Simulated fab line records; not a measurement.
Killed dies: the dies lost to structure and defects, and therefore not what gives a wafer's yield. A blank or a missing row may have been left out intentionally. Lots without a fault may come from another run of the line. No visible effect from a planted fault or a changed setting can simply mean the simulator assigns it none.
Matching of chambers || flow n5-finfet || N5_BEOL_M3_PECVD_72 on pecvd-02: 3 sister chambers
The step deposits SiO2 from TEOS/O2, target thk 16 nm, time 18 s. 6 wafers are shown with their chamber, then 11 later ones without.

WAFERS WITH THEIR CHAMBER
{"wafer": "L079.3", "chamber": 2, "throttle-valve-pct (%)": 24.1, "showerhead-plenum-p-Torr (Torr)": 8.71}
{"wafer": "L081.4", "chamber": 1, "throttle-valve-pct (%)": 23.5, "showerhead-plenum-p-Torr (Torr)": 8.81}
{"wafer": "L081.6", "chamber": 2, "throttle-valve-pct (%)": 24.3, "showerhead-plenum-p-Torr (Torr)": 8.71}
{"wafer": "L087.2", "chamber": 1, "throttle-valve-pct (%)": 23.8, "showerhead-plenum-p-Torr (Torr)": 8.83}
{"wafer": "L087.4", "chamber": 0, "throttle-valve-pct (%)": 21.1, "showerhead-plenum-p-Torr (Torr)": 8.79}
{"wafer": "L089.1", "chamber": 0, "throttle-valve-pct (%)": 21.1, "showerhead-plenum-p-Torr (Torr)": 8.81}

WAFERS WHOSE CHAMBER IS MISSING
{"wafer": "L089.4", "throttle-valve-pct (%)": 21.8, "showerhead-plenum-p-Torr (Torr)": 8.71}
{"wafer": "L089.6", "throttle-valve-pct (%)": 20.9, "showerhead-plenum-p-Torr (Torr)": 8.80}
{"wafer": "L090.1", "throttle-valve-pct (%)": 23.6, "showerhead-plenum-p-Torr (Torr)": 8.82}
{"wafer": "L090.3", "throttle-valve-pct (%)": 21.0, "showerhead-plenum-p-Torr (Torr)": 8.81}
{"wafer": "L090.5", "throttle-valve-pct (%)": 21.6, "showerhead-plenum-p-Torr (Torr)": 8.67}
{"wafer": "L092.2", "throttle-valve-pct (%)": 23.7, "showerhead-plenum-p-Torr (Torr)": 8.79}
{"wafer": "L092.4", "throttle-valve-pct (%)": 21.1, "showerhead-plenum-p-Torr (Torr)": 8.80}
{"wafer": "L092.6", "throttle-valve-pct (%)": 23.5, "showerhead-plenum-p-Torr (Torr)": 8.81}
{"wafer": "L096.2", "throttle-valve-pct (%)": 21.1, "showerhead-plenum-p-Torr (Torr)": 8.80}
{"wafer": "L096.4", "throttle-valve-pct (%)": 21.1, "showerhead-plenum-p-Torr (Torr)": 8.80}
{"wafer": "L096.6", "throttle-valve-pct (%)": 22.0, "showerhead-plenum-p-Torr (Torr)": 8.69}

EACH ONE'S CHAMBER
{"wafer": "L089.4", "from the rows above": 0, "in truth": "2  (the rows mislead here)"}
{"wafer": "L089.6", "from the rows above": 0, "in truth": 0}
{"wafer": "L090.1", "from the rows above": 1, "in truth": 1}
{"wafer": "L090.3", "from the rows above": 0, "in truth": 0}
{"wafer": "L090.5", "from the rows above": 0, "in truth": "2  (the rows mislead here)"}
{"wafer": "L092.2", "from the rows above": 1, "in truth": 1}
{"wafer": "L092.4", "from the rows above": 0, "in truth": 0}
{"wafer": "L092.6", "from the rows above": 1, "in truth": 1}
{"wafer": "L096.2", "from the rows above": 0, "in truth": 0}
{"wafer": "L096.4", "from the rows above": 0, "in truth": 0}
{"wafer": "L096.6", "from the rows above": 0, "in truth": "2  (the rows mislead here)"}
Correct placement for 8 of the 11. Not placeable from these rows: 0. Wrongly placed: 3.
How it was worked out, from the rows above alone: a wafer's distance from a chamber is the root of the sum, over the readings, of the square of ((its reading less the chamber's mean) divided by the reading's scatter). If the next closest chamber is less than 2 further off than the closest, the wafer can't be placed; otherwise it belongs to the closest. A chamber's mean is the mean of its shown wafers. The scatter: take each reading less its chamber's mean, square it, sum over the shown wafers, divide by the number of wafers less the number of chambers, and take the root.
